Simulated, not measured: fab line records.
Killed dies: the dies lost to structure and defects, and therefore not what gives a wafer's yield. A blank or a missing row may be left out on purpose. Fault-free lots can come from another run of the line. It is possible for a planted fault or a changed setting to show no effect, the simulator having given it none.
Problem report, 8D (eight disciplines) form, completed by code    flow n5-finfet    the parts of the form that need people (team, actions taken, sign-off) are left out

## 1. WHAT IS WRONG
run-length-s at N5_BEOL_M4_CO_CAP_55 reads a mean of 179.8 s on 6 wafers of 2 lots; wafers without a fault read 124.9 s with a standard deviation of 0.58. That puts it +95 standard deviations away from the usual mean.
The step: material Co, precursor CCTBA/H2, target thk 2 nm, time 102.1 s.
Seen first at day 12 16:37 on cvd-co-01, wafer L692.3. The record has a number at this step for 18 wafers belonging to 6 lots. The rule behind "out" and "out of limits": a value lying over 4 standard deviations away from the usual mean. The other wafers with a number count as sound.

## 2. WHAT THIS IS AND IS NOT
question                     is                      is not
which readings at this step  run-length-s            heater-power-w
which lots                   L692, L693              L673, L675, L684, L696
which wafers of those lots   all that have a number  -
read on which tools          cvd-co-01               cvd-co-02
when                         from day 12 16:37       up to then (9 sound wafers); but 3 sound wafers of L696 came after

## 3. SUSPECTS, AND WHAT RULES EACH OUT
Counting: a tool stays on the suspect list if, at a process step up to the reading, it processed all lots that are out and no sound lot following the first of them.
- pvd-sputter-02 at N5_BEOL_M4_SPUTTER_90 (material Cu, target thk 4.5 nm, time 8.29 s): kept. All lots that are out passed through it, beginning with L692 at day 12 15:05, and no sound lot followed; its final sound lot before that point was L673 at day 8 09:53.
- pvd-sputter-02 at N5_BEOL_M4_SPUTTER_94 (material Cu, target thk 4.5 nm, time 8.29 s): kept. All lots that are out passed through it, beginning with L692 at day 12 15:32, and no sound lot followed; its final sound lot before that point was L673 at day 8 10:19.
- pvd-sputter-02 at N5_BEOL_M4_ANNEAL_95 (time 240 s): kept. All lots that are out passed through it, beginning with L692 at day 12 15:37, and no sound lot followed; its final sound lot before that point was L673 at day 8 10:24.
- cvd-co-01 at N5_BEOL_M4_PRE_CLEAN_60 (time 15 s): kept. All lots that are out passed through it, beginning with L692 at day 12 16:35, and no sound lot followed; its final sound lot before that point was L684 at day 10 23:54.
- cvd-co-01 at N5_BEOL_M4_CO_CAP_55 (material Co, precursor CCTBA/H2, target thk 2 nm, time 102.1 s): kept. All lots that are out passed through it, beginning with L692 at day 12 16:37, and no sound lot followed; its final sound lot before that point was L684 at day 10 23:56. Its own run-length-s readings are out on those wafers.
Left after counting: pvd-sputter-02 at N5_BEOL_M4_SPUTTER_90, pvd-sputter-02 at N5_BEOL_M4_SPUTTER_94, pvd-sputter-02 at N5_BEOL_M4_ANNEAL_95, cvd-co-01 at N5_BEOL_M4_PRE_CLEAN_60, cvd-co-01 at N5_BEOL_M4_CO_CAP_55.

## 4. THE CAUSE (what the simulator had put in)
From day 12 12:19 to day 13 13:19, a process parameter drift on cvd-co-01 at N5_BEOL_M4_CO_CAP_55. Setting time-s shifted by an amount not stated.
5 suspects survive the count, and this tool is in that group.

## 5. THE EFFECT CHAIN, in route order
Rows list readings where the struck wafers' mean (over those with a number) sits beyond 3 standard deviations from the usual. Scope: only readings with a usual standard deviation given in the record; hours: median across lots of the time from each lot's start at the first step in this table that gives one to its start at this step; sigmas: change in usual standard deviations.
hours  step                  reading       usual    on struck wafers  change  sigmas
0      N5_BEOL_M4_CO_CAP_55  run-length-s  124.9 s  179.8             +54.9   +95
The process steps in it:
- N5_BEOL_M4_CO_CAP_55: material Co, precursor CCTBA/H2, target thk 2 nm, time 102.1 s.
Later measuring or inspecting steps at which every struck wafer that the step has a row for has a number for every such reading, and none has moved that far: N5_BEOL_M4_RC_MEAS_101.

## 6. HOW IT WOULD HAVE BEEN CAUGHT EARLIER
In this record no reading fell out of limits until day 12 16:37, 4 hours after the fault had begun at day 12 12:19.
